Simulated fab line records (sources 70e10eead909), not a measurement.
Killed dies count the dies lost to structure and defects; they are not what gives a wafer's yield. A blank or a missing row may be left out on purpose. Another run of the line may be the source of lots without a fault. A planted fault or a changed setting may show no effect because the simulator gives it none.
What tool caused it? | flow nandHarc | 36 wafers from 12 lots sampled at 6 of the route's 1159 steps

== WHAT THE GAUGES SHOWED, per wafer ==
NHARC_P_M2_THK_MEAS_24: measures by xrf. Usual: 144.5 nm for thkNm, sd 1.5.
lot  | measured     | on           | thkNm (nm)        | flag
L206 | day 8 19:05  | filmMetro-02 | 142.6 143.2 144.3 | 
L205 | day 8 21:53  | filmMetro-01 | 145.3 144.3 145.1 | 
L212 | day 9 07:47  | filmMetro-01 | 144.8 143.0 143.1 | 
L214 | day 9 16:29  | filmMetro-02 | 143.5 145.9 145.0 | 
L215 | day 9 18:31  | filmMetro-01 | 144.1 141.8 144.3 | 
L219 | day 10 05:14 | filmMetro-02 | 144.3 144.5 144.1 | 
L220 | day 10 09:02 | filmMetro-02 | 391.7 392.1 396.7 | OFF
L221 | day 10 09:22 | filmMetro-02 | 401.0 401.0 400.5 | OFF
L224 | day 10 21:31 | filmMetro-01 | 145.3 145.5 142.6 | 
L226 | day 11 03:43 | filmMetro-01 | 145.0 144.8 144.1 | 
L228 | day 11 18:23 | filmMetro-01 | 146.1 146.7 144.8 | 
L227 | day 11 18:44 | filmMetro-01 | 144.3 142.7 145.3 | 

NHARC_END_SORT_01. Usual: defectLimitedYield 95.1 %, standard deviation 1.7; killedAtArray 29, standard deviation 11; killedAtOther 0.5, standard deviation 0.85; killedAtPeriphery 3.0, standard deviation 2.3; killedDies 33, standard deviation 12; killedOpen 3.3, standard deviation 1.9; killedShort 2.0, standard deviation 1.5; sort_bin_2_pct 1.5 %, standard deviation 0.66; sort_bin_3_pct 0.25 %, standard deviation 0.21; sort_bin_4_pct 3.1 %, standard deviation 1.2; sortNPass 644, standard deviation 12; sortRimYieldPct 96.7 %, standard deviation 2; sortYieldPct 95.1 %, standard deviation 1.7.
lot  | measured     | on        | defectLimitedYield (%) | killedAtArray | killedAtOther | killedAtPeriphery | killedDies  | killedOpen | killedShort | sort_bin_2_pct (%) | sort_bin_3_pct (%) | sort_bin_4_pct (%) | sortNPass   | sortRimYieldPct (%) | sortYieldPct (%) | flag
L212 | day 26 04:51 | prober-01 | 94.1                   | 37            | 1             | 2                 | 40          | 6          | 3           | 2.5                | 0                  | 3.4                | 637         | 96.2                | 94.1             | 
L214 | day 26 11:43 | prober-01 | 95.1                   | 30            | 0             | 3                 | 33          | 2          | 6           | 1.5                | 0.30               | 3.1                | 644         | 99.1                | 95.1             | 
L215 | day 26 08:21 | prober-02 | 95.6 93.8 94.7         | 25 40 30      | 3 1 2         | 2 1 4             | 30 42 36    | 3 6 3      | 1 4 3       | 1.0 1.9 1.6        | 0 0.44 0.44        | 3.4 3.8 3.2        | 647 635 641 | 99.1 97.2 97.2      | 95.6 93.8 94.7   | 
L219 | day 26 18:39 | prober-01 | 94.1 93.5 93.6         | 36 39 43      | 0 1 0         | 4 4 0             | 40 44 43    | 3 2 3      | 4 1 1       | 2.2 2.4 1.8        | 0.30 0.15 0.59     | 3.4 4.0 4.0        | 637 633 634 | 96.2 97.2 94.3      | 94.1 93.5 93.6   | 
L220 | day 27 03:19 | prober-01 | 0 0 0                  | 39 43 26      | 0 0 0         | 638 634 651       | 677 677 677 | 6 3 3      | 0 3 2       | 95.3 94.5 96.5     | 0.15 0 0.44        | 4.6 5.5 3.1        | 0 0 0       | 0 0 0               | 0 0 0            | OFF
L221 | day 28 01:59 | prober-01 | 0 0 0                  | 29 22 32      | 1 0 0         | 647 655 645       | 677 677 677 | 7 1 4      | 1 0 0       | 96.8 97.2 96.3     | 0.15 0.44 0.15     | 3.1 2.4 3.5        | 0 0 0       | 0 0 0               | 0 0 0            | OFF
L226 | day 27 19:00 | prober-01 | 93.1 91.3 93.2         | 44 52 41      | 0 1 0         | 3 6 5             | 47 59 46    | 1 2 2      | 1 0 1       | 3.1 3.0 3.0        | 0.74 0.59 0.15     | 3.1 5.2 3.7        | 630 618 631 | 94.3 97.2 95.3      | 93.1 91.3 93.2   | 

== WHICH TOOL RAN EACH LOT (tool, then ch and the chambers of the sampled wafers, then the start) ==
lot  | NHARC_P_M1_DEP_33               | NHARC_P_M2_ETCH_15                           | NHARC_P_M2_CMP_23             | NHARC_P_M2_PRE_CLEAN_32
L206 | pecvd-04 ch 1,2, day 8 14:40    | rieDiel-06 ch 1,2,3, day 8 18:46 or earlier  | cmp-04 ch 0,2,3, day 8 18:46  | pecvd-02 ch 0,2, day 8 19:19
L205 | pecvd-04 ch 0,2, day 8 18:13    | rieDiel-07 ch 0,3, day 8 21:37 or earlier    | cmp-02 ch 0,1,3, day 8 21:37  | pecvd-01 ch 1,2, day 8 22:08
L212 | pecvd-02 ch 0,1,2, day 9 03:55  | rieDiel-04 ch 1,2, day 9 07:31 or earlier    | cmp-02 ch 1,2,3, day 9 07:31  | pecvd-02 ch 0,1,2, day 9 08:01
L214 | pecvd-02 ch 0,1, day 9 12:34    | rieDiel-06 ch 2,3, day 9 16:10 or earlier    | cmp-04 ch 0,1,3, day 9 16:10  | pecvd-01 ch 0,2, day 9 16:43
L215 | pecvd-01 ch 0,1,2, day 9 14:43  | rieDiel-07 ch 1,3, day 9 18:12 or earlier    | cmp-04 ch 0,1,3, day 9 18:12  | pecvd-01 ch 0,1,2, day 9 18:45
L219 | pecvd-04 ch 0,1, day 10 01:28   | rieDiel-07 ch 0,1,2, day 10 04:56 or earlier | cmp-04 ch 0,1,3, day 10 04:56 | pecvd-04 ch 0,1, day 10 05:33
L220 | pecvd-02 ch 1,2, day 10 04:59   | rieDiel-07 ch 0,1, day 10 08:45 or earlier   | cmp-02 ch 0,2, day 10 08:45   | pecvd-02 ch 0,2, day 10 09:17
L221 | pecvd-04 ch 1,2, day 10 05:20   | rieDiel-06 ch 1,2, day 10 09:02 or earlier   | cmp-04 ch 1,2, day 10 09:02   | pecvd-04 ch 1,2, day 10 09:35
L224 | pecvd-02 ch 0,1,2, day 10 17:52 | rieDiel-06 ch 0,1,3, day 10 21:12 or earlier | cmp-01 ch 0,1, day 10 21:12   | pecvd-02 ch 0,1,2, day 10 21:46
L226 | pecvd-04 ch 0,1,2, day 10 23:55 | rieDiel-04 ch 0,2,3, day 11 03:26 or earlier | cmp-01 ch 0,1, day 11 03:26   | pecvd-02 ch 0,1, day 11 03:56
L228 | pecvd-01 ch 1,2, day 11 14:33   | rieDiel-04 ch 0,1,2, day 11 18:04 or earlier | cmp-01 ch 1,2, day 11 18:04   | pecvd-02 ch 0,2, day 11 18:36
L227 | pecvd-02 ch 0,2, day 11 14:37   | rieDiel-04 ch 0,2,3, day 11 18:26 or earlier | cmp-02 ch 0,3, day 11 18:26   | pecvd-01 ch 0,1, day 11 18:58
- NHARC_P_M1_DEP_33: deposits SiCN, target thk 30 nm.
- NHARC_P_M2_ETCH_15: etches the open film in C4F8/Ar, target depth 182.5 nm, time 91.2 s.
- NHARC_P_M2_CMP_23: polishes, t overpolish 20 s, target thk 144.3 nm.
- NHARC_P_M2_PRE_CLEAN_32: time 12 s.

== WHAT THE TOOLS THEMSELVES READ (means of the sampled wafers that have a number; where no wafer has one, the mark that the record gives instead) ==
NHARC_P_M1_DEP_33. Usual: heaterPowerW 563 W, standard deviation 67; showerheadVppV 1287 V, standard deviation 72.
lot  | tool     | heaterPowerW (W) | showerheadVppV (V) | flag
L206 | pecvd-04 | 549              | 1316               | 
L205 | pecvd-04 | 476              | 1335               | 
L212 | pecvd-02 | 569              | 1250               | 
L214 | pecvd-02 | 567              | 1266               | 
L215 | pecvd-01 | 582              | 1280               | 
L219 | pecvd-04 | 540              | 1318               | 
L220 | pecvd-02 | 646              | 1307               | 
L221 | pecvd-04 | 496              | 1335               | 
L224 | pecvd-02 | 574              | 1255               | 
L226 | pecvd-04 | 535              | 1329               | 
L228 | pecvd-01 | 597              | 1263               | 
L227 | pecvd-02 | 627              | 1197               | 

NHARC_P_M2_ETCH_15. Usual: oesProductAu 0.943 a.u., standard deviation 0.022; rfVppV 442.6 V, standard deviation 2.3.
lot  | tool       | oesProductAu (a.u.) | rfVppV (V) | flag
L206 | rieDiel-06 | 0.925               | 441.2      | 
L205 | rieDiel-07 | 0.964               | 443.7      | 
L212 | rieDiel-04 | 0.927               | 442.5      | 
L214 | rieDiel-06 | 0.932               | 442.0      | 
L215 | rieDiel-07 | 0.931               | 443.9      | 
L219 | rieDiel-07 | 0.959               | 442.7      | 
L220 | rieDiel-07 | 0.962               | 442.4      | 
L221 | rieDiel-06 | 0.914               | 441.7      | 
L224 | rieDiel-06 | 0.919               | 443.3      | 
L226 | rieDiel-04 | 0.922               | 442.6      | 
L228 | rieDiel-04 | 0.980               | 440.7      | 
L227 | rieDiel-04 | 0.934               | 441.6      | 

NHARC_P_M2_CMP_23. Usual: edgeZonePressureFrac 1.000, standard deviation 0.0048; motorCurrentA 12.3 A, standard deviation 0.99; timeToEndpointS 29.3 s, standard deviation 2.3.
lot  | tool   | edgeZonePressureFrac | motorCurrentA (A) | timeToEndpointS (s) | flag
L206 | cmp-04 | 1.001                | 12.3              | 31.0                | 
L205 | cmp-02 | 0.998                | 12.1              | 24.2                | 
L212 | cmp-02 | 0.998                | 11.7              | 32.3                | 
L214 | cmp-04 | 1.005                | 11.8              | 29.8                | 
L215 | cmp-04 | 1.005                | 11.8              | 26.9                | 
L219 | cmp-04 | 0.997                | 11.9              | 26.5                | 
L220 | cmp-02 | -                    | -                 | -                   | OFF
L221 | cmp-04 | -                    | -                 | -                   | OFF
L224 | cmp-01 | 1.001                | 12.7              | 27.2                | 
L226 | cmp-01 | 1.003                | 12.6              | 30.3                | 
L228 | cmp-01 | 1.003                | 12.3              | 30.5                | 
L227 | cmp-02 | 1.001                | 12.1              | 29.1                | 

NHARC_P_M2_PRE_CLEAN_32. Usual: 630 W for heaterPowerW, sd 71.
lot  | tool     | heaterPowerW (W) | flag
L206 | pecvd-02 | 634              | 
L205 | pecvd-01 | 665              | 
L212 | pecvd-02 | 656              | 
L214 | pecvd-01 | 658              | 
L215 | pecvd-01 | 698              | 
L219 | pecvd-04 | 542              | 
L220 | pecvd-02 | 674              | 
L221 | pecvd-04 | 550              | 
L224 | pecvd-02 | 628              | 
L226 | pecvd-02 | 620              | 
L228 | pecvd-02 | 704              | 
L227 | pecvd-01 | 616              | 

== THE ANSWER, worked out from the rows above alone ==
Rule: a lot counts as off when the mean over its wafers that have a number is more than 3 standard deviations away from the usual mean. Also off: a lot with no number at a reading for which 4 or more lots have one. The other lots that the step has rows for count as sound. First the gauges in route order, then the tools' own readings, where a lot's mean is used as printed above. The first step at which some lot is off is used, and at that step the reading that is off furthest; a lot without a number counts as furthest.
Off: L220, L221, at NHARC_P_M2_THK_MEAS_24 (thkNm).
A tool fits if, at a process step before that reading, it ran every lot that is off, and no sound lot after the first of them. The gauges at NHARC_P_M2_THK_MEAS_24 aren't tried: what is off there is off at NHARC_END_SORT_01 too, on other tools, and a gauge's error can't cause that. NHARC_P_M2_ETCH_15 gives no start for some lots, so the hours and the order of its lots are those of NHARC_P_M2_CMP_23. None of those tried fits.

== WHAT THE SIMULATOR HAD INSERTED ==
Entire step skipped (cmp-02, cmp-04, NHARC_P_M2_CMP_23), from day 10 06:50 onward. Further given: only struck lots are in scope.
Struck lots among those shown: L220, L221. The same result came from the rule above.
